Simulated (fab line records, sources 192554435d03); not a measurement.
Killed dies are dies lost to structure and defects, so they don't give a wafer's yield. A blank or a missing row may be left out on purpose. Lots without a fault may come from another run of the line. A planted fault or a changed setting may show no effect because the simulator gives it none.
fab line records | flow n5_finfet
record lots=12 wafers=36 last_day=20
route steps=1938 shown BEOL_M14@1765 PAD_METAL@1893 PASSIVATION@1916
lots that met no fault: from a run of the same line without faults
start_h: hours from the record's first day to the start of the lot's first wafer shown | wait_h: hours since the lot's step before | " the same as in the row above | L1.1+2: a row that stands for several wafers | - no value, or no start given | * or withheld: withheld | < > ~ a bound
route shown NAME@n: a module of which the file shows steps, and the number in the route of the first | usual: mean/standard deviation of fault-free wafers | same: alike in all rows | chamber/n: place in a boat | sites: the reading at each site | _std_site: their standard deviation | _edge_site: outer sites' mean less inner sites' | radius_mm: how far each site lies from the wafer's centre | mask NAME#n: copy n | behind: the tool/chamber that last shaped the wafer | hold: why the lot was held/for how many hours/how that ended | device: the transistor (n, p or np) that didn't switch | end of line: the same wafers' tests at the end of the route | a step without rows: its recipe alone | killed: dies lost to structure and defects at the first sort, not the wafer's yield | map: a wafer's dies, x killed, . not, _ none there
set.NAME: the setting as run; set.NAME@STEP: as run at that earlier step | model.NAME: the simulator's own value behind a step, which no gauge read
steps of the route over a sample of lots; a table a step, a row a wafer
services: from which hour (start_h, from the record's first day; less than 0 if before it) a tool's chamber was out of use, for how many hours, and why
## steps
# step N5_BEOL_M14_ECD_47
# recipe material=Cu target_thk_a=12480
# columns lot.wafer tool chamber start_h wait_h
L741.1+5+6 ecd_cu-01 0,1,0 284.48 0.1
L743.4+5+6 ecd_cu-01 0,1,0 308.30 0.1
L748.2+4+5 ecd_cu-01 1,0,1 316.91 0.1
L746.3+4+6 ecd_cu-01 0,1,1 325.43 0.1
L749.2+5+6 ecd_cu-01 0,0,1 341.12 0.1
L750.1+3+4 ecd_cu-01 0,0,1 347.40 0.1
L752.2+4+6 ecd_cu-01 1 369.75 0.1
L760.2+3+5 ecd_cu-02 1 417.19 0.1
L759.1+2+5 ecd_cu-01 0,1,1 432.25 0.1
L763.1+4+6 ecd_cu-01 0,0,1 445.45 0.2
L761.1+4+5 ecd_cu-02 0,1,1 445.71 0.1
L762.1+4+6 ecd_cu-01 1,0,0 456.13 0.1
# step N5_PASSIVATION_DEGAS_18
# recipe ambient=vacuum temp_c=300 time_s=60
# usual heater_power_w=439/59 susceptor_temp_C=300.01/0.2
# columns lot.wafer tool chamber start_h wait_h heater_power_w susceptor_temp_C
L741.1 pvd_sputter-03 - 307.09 0.5 573 300.22
L741.5 " - " " 334 300.36
L741.6 " - " " 439 300.13
L743.4 pvd_sputter-01 - 325.58 1.0 432 299.83
L743.5 " - " " 400 300.24
L743.6 " - " " 417 299.79
L748.2 pvd_sputter-02 - 333.33 1.5 496 299.97
L748.4 " - " " 430 300.17
L748.5 " - " " 398 299.49
L746.3 pvd_sputter-01 - 341.09 0.4 444 299.80
L746.4 " - " " 496 300.17
L746.6 " - " " 413 299.95
L749.2 pvd_sputter-02 - 357.88 0.8 480 300.03
L749.5 " - " " 443 300.05
L749.6 " - " " 399 300.21
L750.1 pvd_sputter-03 - 363.39 0.2 346 299.87
L750.3 " - " " 393 300.11
L750.4 " - " " 573 299.99
L752.2 pvd_sputter-02 - 388.32 0.1 445 300.01
L752.4 " - " " 430 300.11
L752.6 " - " " 447 300.16
L760.2 pvd_sputter-01 - 432.37 0.3 430 299.85
L760.3 " - " " 490 299.89
L760.5 " - " " 437 299.83
L759.1 pvd_sputter-01 - 455.09 0.5 392 300.10
L759.2 " - " " 491 299.79
L759.5 " - " " 397 300.09
L761.1 pvd_sputter-01 - 459.15 0.5 418 300.39
L761.4 " - " " 398 299.85
L761.5 " - " " 434 300.07
L763.1 pvd_sputter-03 - 459.24 0.2 388 299.81
L763.4 " - " " 436 299.69
L763.6 " - " " 347 300.14
L762.1 pvd_sputter-03 - 472.80 0.4 385 299.54
L762.4 " - " " 582 299.84
L762.6 " - " " 439 300.20
# step N5_PASSIVATION_PECVD_35
# recipe material=SiNx target_thk_a=7000 temp_c=400 precursor=SiH4/NH3/N2 pressure_torr=4.9 rf_w=1406 time_s=151.3
# usual heater_power_outer_w=187/81 heater_power_w=395/100 showerhead_plenum_p_Torr=8.68/0.043 susceptor_temp_C=400.00/0.23 throttle_valve_pct=29.0/1.9
# columns lot.wafer tool chamber start_h wait_h heater_power_outer_w heater_power_w showerhead_plenum_p_Torr susceptor_temp_C throttle_valve_pct
L741.1 pecvd-01 2 309.21 0.1 263 502 8.71 399.88 26.7
L741.5 " 0 " " 104 243 8.55 399.85 28.0
L741.6 " 2 " " 144 353 8.68 400.13 26.7
L743.4 pecvd-03 0 327.72 0.1 290 532 8.70 399.96 32.3
L743.5 " 2 " " 183 356 8.65 400.31 27.1
L743.6 " 1 " " 339 591 8.66 399.94 29.2
L748.2 pecvd-01 0 335.94 0.1 139 296 8.58 399.55 28.0
L748.4 " 0 " " 156 313 8.56 399.83 28.2
L748.5 " 2 " " 226 457 8.73 399.91 27.2
L746.3 pecvd-02 1 343.06 0.1 125 370 8.72 400.20 31.1
L746.4 " 0 " " 48 220 8.72 399.96 31.9
L746.6 " 1 " " 133 378 8.70 400.31 31.2
L749.2 pecvd-03 2 360.02 0.1 208 381 8.69 399.89 27.3
L749.5 " 0 " " 270 514 8.66 399.93 32.4
L749.6 " 2 " " 243 438 8.67 399.92 27.1
L750.1 pecvd-01 2 365.43 0.1 248 484 8.74 399.74 27.3
L750.3 " 1 " " 93 307 8.68 399.93 29.4
L750.4 " 0 " " 155 317 8.56 399.79 28.4
L752.2 pecvd-01 1 390.31 0.1 176 434 8.69 400.28 29.6
L752.4 " 1 " " 192 442 8.70 399.98 29.7
L752.6 " 0 " " 61 189 8.58 400.14 28.1
L760.2 pecvd-02 1 434.98 0.1 112 333 8.69 399.79 27.9
L760.3 " 2 " " 121 318 8.70 399.88 27.6
L760.5 " 1 " " 150 386 8.69 399.75 28.2
L759.1 pecvd-02 1 457.18 0.1 142 380 8.69 400.11 28.0
L759.2 " 2 " " 211 448 8.73 400.39 27.6
L759.5 " 0 " " 95 281 8.72 400.62 31.8
L761.1 pecvd-01 1 461.24 0.1 148 383 8.70 400.21 29.4
L761.4 " 1 " " 172 418 8.70 400.06 29.5
L761.5 " 2 " " 221 456 8.72 399.99 27.2
L763.1 pecvd-03 2 461.40 0.1 226 405 8.68 400.06 27.4
L763.4 " 0 " " 170 366 8.69 400.20 32.3
L763.6 " 1 " " 333 595 8.69 400.54 29.0
L762.1 pecvd-02 0 475.07 0.1 100 281 8.69 400.24 31.8
L762.4 " 2 " " 200 428 8.71 400.03 27.5
L762.6 " 0 " " 7 168 8.71 400.19 31.7
# step N5_PASSIVATION_PROBE_49
# usual defect_limited_yield=90.9/1.3 killed_at_M0_to_M3=36/11 killed_at_M4_up=13/5.1 killed_at_contacts=14/4.9 killed_at_front_end=41/10 killed_at_other=3.4/2.6 killed_dies=107/16 killed_on_rim=14/4 killed_open=70/11 killed_short=36/7.8 sort_bin_5_function=5.4/0.84 sort_bin_6_memory=3.4/0.67 sort_n_pass=1073/16 sort_yield_pct=90.9/1.3
# same gross_dies=1180 killed_at_back_side=0 sort_bin_4_leakage[%]=0 sort_bin_8_speed[%]=0
# columns lot.wafer tool chamber start_h wait_h defect_limited_yield[%] killed_at_M0_to_M3 killed_at_M4_up killed_at_contacts killed_at_front_end killed_at_other killed_dies killed_on_rim killed_open killed_short sort_bin_5_function[%] sort_bin_6_memory[%] sort_n_pass sort_yield_pct[%]
L750.1 prober-02 - 369.12 0.0 92.2 25 3 27 36 1 92 12 61 30 4.0 3.3 1088 92.2
L750.3 prober-02 - 369.22 0.1 91.4 27 10 18 40 6 101 15 69 27 5.3 2.6 1079 91.4
L750.4 prober-02 - 369.27 0.2 37.2 26 679 6 30 0 741 95 43 25 39.9 18.2 439 37.2
L752.2 prober-02 - 393.96 0.1 36.4 33 681 10 25 2 751 97 53 26 41.0 16.9 429 36.4
L752.4 prober-02 - 394.06 0.2 37.4 23 684 9 20 3 739 88 44 18 40.9 17.5 441 37.4
L752.6 prober-02 - 394.16 0.3 36.4 28 697 5 21 0 751 103 42 19 41.3 16.9 429 36.4
# killed by level:class
L750.1 MOL_CONTACT_COAG:geometric_particle:open=23 FIN_SAQP:geometric_particle:short=15 FIN_SAQP:geometric_particle:open=10 BEOL_M1:geometric_particle:open=9 BEOL_M0_SAQP:geometric_particle:open=5 MOL_CONTACT_COAG:geometric_particle:short=4 BEOL_M3:geometric_particle:open=4 ILD0:geometric_particle:short=3
L750.3 FIN_SAQP:geometric_particle:open=20 MOL_CONTACT_COAG:geometric_particle:open=15 FIN_SAQP:geometric_particle:short=6 BEOL_M2:geometric_particle:short=5 BEOL_M3:geometric_particle:open=4 BEOL_M0_SAQP:geometric_particle:short=4 BEOL_M0_SAQP:geometric_particle:open=4 PASS1_DEP:geometric_particle:open=4
L750.4 BEOL_M14:unspecified=672 FIN_SAQP:geometric_particle:open=7 FIN_SAQP:geometric_particle:short=7 MOL_CONTACT_COAG:geometric_particle:open=6 ILD0:geometric_particle:short=4 BEOL_M4:geometric_particle:open=4 BEOL_M0_SAQP:geometric_particle:open=4 BEOL_M0_SAQP:geometric_particle:short=4
L752.2 BEOL_M14:unspecified=671 MOL_CONTACT_COAG:geometric_particle:open=8 BEOL_M1:geometric_particle:open=6 FIN_SAQP:geometric_particle:short=5 BEOL_M0_SAQP:geometric_particle:short=5 BEOL_M1:geometric_particle:short=5 FIN_SAQP:geometric_particle:open=4 GATE_CUT:geometric_particle:open=4
L752.4 BEOL_M14:unspecified=676 MOL_CONTACT_COAG:geometric_particle:open=7 BEOL_M1:geometric_particle:open=5 BEOL_M4:geometric_particle:open=5 FIN_SAQP:geometric_particle:open=4 BEOL_M0:geometric_particle:open=4 FIN_SAQP:geometric_particle:short=3 BEOL_M0_SAQP:geometric_particle:open=3
L752.6 BEOL_M14:unspecified=688 BEOL_M0_SAQP:geometric_particle:open=8 BEOL_M3:geometric_particle:open=7 MOL_CONTACT_COAG:geometric_particle:open=4 BEOL_M0_SAQP:geometric_particle:short=4 BEOL_M2:geometric_particle:open=4 FIN_SAQP:geometric_particle:open=3 FIN_SAQP:geometric_particle:short=3
## services
# columns tool chamber start_h hours kind
pecvd-03 1 271.19 2.1 repair
pecvd-01 1 276.93 5.8 repair
pecvd-03 0 276.97 8.1 repair
pecvd-01 1 338.02 2.1 scheduled_down
pecvd-03 2 339.65 5.5 scheduled_down
pecvd-02 2 347.40 5.5 scheduled_down
pecvd-03 1 356.28 16.5 scheduled_down
pecvd-02 1 364.95 2.1 scheduled_down
pecvd-01 2 373.13 10.6 repair
pecvd-02 0 381.77 2.6 repair
pecvd-02 1 384.35 - clean
pecvd-02 1 384.35 - consumable_replace:showerhead
pecvd-02 1 384.35 29.0 scheduled_down
pecvd-02 1 384.35 29.0 vent_cycle
ecd_cu-02 - 407.58 0.5 repair
pecvd-01 - 428.03 6.0 pm
pecvd-02 0 434.67 10.6 repair
pvd_sputter-02 - 446.64 2.0 repair
pvd_sputter-02 - 465.16 5.0 repair
pecvd-03 0 472.92 5.5 scheduled_down
## key
first_sign step=N5_PASSIVATION_PROBE_49 reading=killed_at_M4_up direction=up sigmas=99+ usual=13 struck=685
effect step=N5_PASSIVATION_PROBE_49 reading=defect_limited_yield direction=down sigmas=40 usual=90.9 struck=36.8
more_kills_born_at N5_BEOL_M14_ECD_47@ecd_cu-01=2707
met_at N5_BEOL_M14_ECD_47
struck_lots L750,L752
struck_wafers L750.4,L752.2,L752.4,L752.6
not_acting_at N5_PASSIVATION_DEGAS_18,N5_PASSIVATION_PECVD_35
onset_between 341.12 347.40
fault kind=chamber_particle_source tool=ecd_cu-01 chamber=1 onset_h=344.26 steps=N5_BEOL_M14_ECD_47 rate_per_visit_cm2=1.7143 end_h=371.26
